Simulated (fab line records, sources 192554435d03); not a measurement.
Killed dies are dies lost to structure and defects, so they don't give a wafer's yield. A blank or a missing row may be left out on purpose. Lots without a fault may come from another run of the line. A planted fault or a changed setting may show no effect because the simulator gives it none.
Split-lot experiment | flow n5_finfet | 7 lots, 21 wafers read, on a route of 1938 steps

THE SPLIT
At N5_BEOL_M12_SPUTTER_44 (material Ta, target thk 10 nm, time 16.13 s), the setting time_s was moved away from the recipe's 16.13 s on 8 of the 21 wafers read, by -12.0% to +9.9%. The other wafers ran this setting at the recipe's value.

The reading is taken at the split's own step.

THE READING
Ta_of_BEOL_M12_SPUTTER_44.thk_nm (the simulator's own value, which no gauge read), in nm, at N5_BEOL_M12_SPUTTER_44 (material Ta, target thk 10 nm, time 16.13 s). The file gives no usual value for it. The 13 wafers here that ran the recipe average 9.9 nm, standard deviation 0.14 nm.

wafer  | tool, chamber at the split | time_s as run, s | against the recipe | Ta_of_BEOL_M12_SPUTTER_44.thk_nm, nm | against lot-mates on the recipe
L082.1 | pvd_sputter-03, -          | 14.19            | -12.0%             | 8.6                                  | -1.4
L082.2 | pvd_sputter-03, -          | 14.19            | -12.0%             | 8.6                                  | -1.4
L082.4 | pvd_sputter-03, -          | 16.13            | recipe             | 10                                   | -
L077.2 | pvd_sputter-03, -          | 17.72            | +9.9%              | 11                                   | +1.1
L077.4 | pvd_sputter-03, -          | 16.13            | recipe             | 9.8                                  | -
L077.5 | pvd_sputter-03, -          | 16.13            | recipe             | 10                                   | -
L083.2 | pvd_sputter-01, -          | 16.13            | recipe             | 10                                   | -
L083.4 | pvd_sputter-01, -          | 16.13            | recipe             | 9.8                                  | -
L083.5 | pvd_sputter-01, -          | 16.13            | recipe             | 9.8                                  | -
L086.1 | pvd_sputter-02, -          | 15.48            | -4.0%              | 9.6                                  | -0.4
L086.3 | pvd_sputter-02, -          | 16.13            | recipe             | 10                                   | -
L086.5 | pvd_sputter-02, -          | 15.48            | -4.0%              | 9.4                                  | -0.6
L087.1 | pvd_sputter-03, -          | 14.78            | -8.4%              | 9                                    | -0.8
L087.2 | pvd_sputter-03, -          | 14.78            | -8.4%              | 9                                    | -0.8
L087.4 | pvd_sputter-03, -          | 16.13            | recipe             | 9.8                                  | -
L090.2 | pvd_sputter-02, -          | 14.2             | -12.0%             | 8.6                                  | -1.4
L090.3 | pvd_sputter-02, -          | 16.13            | recipe             | 10                                   | -
L090.5 | pvd_sputter-02, -          | 16.13            | recipe             | 10                                   | -
L092.1 | pvd_sputter-01, -          | 16.13            | recipe             | 9.8                                  | -
L092.2 | pvd_sputter-01, -          | 16.13            | recipe             | 9.6                                  | -
L092.4 | pvd_sputter-01, -          | 16.13            | recipe             | 9.6                                  | -

THE FIT
A straight line over all 21 wafers: Ta_of_BEOL_M12_SPUTTER_44.thk_nm changes by +0.107 nm for each +1% of time_s; r = +0.98; the points scatter about the line by 0.13 nm.
The same after taking each lot's own level away (the mean of its wafers on the recipe; 21 wafers): +0.112 nm for each +1%; r = +0.99; scatter 0.087 nm.
On that fit, the largest move of time_s shifts the reading by 1.3 nm.
The lots' own levels span 9.67 to 10.00 nm, that is 2.3 times the standard deviation above.
So the lot-to-lot level changes the slope little: the two slopes agree.
Check: with one of the wafers moved furthest among these (-12.0%) left out of the fit, the line predicts -1.33 nm for it against its lot-mates. It came out at -1.4 nm against them.

OTHER SPLITS ON THESE WAFERS
These wafers also went through other splits before the reading. Each is held against what the fit with the lots' levels taken away leaves over:
other split on the same wafers     | wafers away from the commonest value | r with Ta_of_BEOL_M12_SPUTTER_44.thk_nm (lot level and that fit taken away)
N5_BEOL_M9_TRENCH_ETCH_37 source_w | 9                                    | +0.24
N5_BEOL_M11_ETCH_62 time_s         | 8                                    | -0.16
N5_BEOL_M11_COAT_63 spin_rpm       | 4                                    | -0.48
N5_BEOL_M11_ALD_74 ald_cycles      | 7                                    | -0.20

THE FILE'S OWN FIT
Ta_of_BEOL_M12_SPUTTER_44.thk_nm changes by +0.113 nm for each +1% of time_s, r = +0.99.
